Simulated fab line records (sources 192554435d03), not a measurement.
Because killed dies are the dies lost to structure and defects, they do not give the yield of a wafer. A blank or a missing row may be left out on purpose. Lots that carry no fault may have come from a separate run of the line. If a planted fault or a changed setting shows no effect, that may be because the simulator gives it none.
Chamber matching -- flow n5-finfet -- N5_HKMG_FIN_ALD_71 on ald-metal-03: 4 sister chambers
The step deposits TiN, target thk 1 nm, pulse time 1 s, purge time 3 s. 20 wafers are shown with their chamber, then 10 later ones without.

## EACH WAFER AND ITS CHAMBER
wafer,chamber,heater-power-w (W),precursor-pulse-height-rel
L074.2,2,832,1.023
L074.4,0,860,0.990
L074.5,0,848,1.000
L078.1,3,710,1.015
L078.2,1,905,0.990
L078.6,1,892,0.980
L079.3,2,838,1.012
L079.4,1,921,1.011
L079.6,3,702,1.029
L080.1,2,830,0.971
L080.2,1,879,1.011
L080.6,1,876,1.001
L083.1,1,894,1.006
L083.2,2,792,1.043
L083.3,0,836,1.020
L084.1,3,711,1.024
L084.3,0,835,1.042
L084.6,2,803,1.011
L089.3,2,824,1.017
L089.4,0,833,0.984

SIGNATURES (means of the wafers above)
reading,chamber 0,chamber 1,chamber 2,chamber 3,scatter within a chamber
heater-power-w,842.40,894.50,819.83,707.67,15.1
precursor-pulse-height-rel,1.00720,0.99983,1.01283,1.02267,0.0192
Rule: distance of a wafer from a chamber = root of the sum over the readings of ((wafer's reading minus chamber's mean) / reading's scatter) squared. If the next closest chamber is less than 2 further off than the closest, the wafer can't be placed; otherwise it belongs to the closest. The scatter: take each reading less its chamber's mean, square it, sum over the shown wafers, divide by the number of wafers less the number of chambers, and take the root.

## WAFERS MISSING THEIR CHAMBER
wafer,heater-power-w (W),precursor-pulse-height-rel
L089.6,848,0.988
L092.1,704,1.028
L092.4,826,1.025
L092.5,712,0.986
L093.1,709,0.941
L093.4,832,0.981
L093.5,840,0.986
L095.1,817,0.992
L095.3,899,1.011
L095.4,818,1.014

## WHICH CHAMBER EACH WENT THROUGH
wafer,from the rows above,in truth
L089.6,can't be placed: 0 or 2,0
L092.1,3,3
L092.4,can't be placed: 2 or 0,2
L092.5,3,3
L093.1,3,3
L093.4,can't be placed: 0 or 2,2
L093.5,can't be placed: 0 or 2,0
L095.1,can't be placed: 2 or 0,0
L095.3,1,1
L095.4,can't be placed: 2 or 0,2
Placed correctly: 4 of 10. Can't be placed from these rows: 6 (the true chamber is among the candidates in 6). 0 placed wrongly.
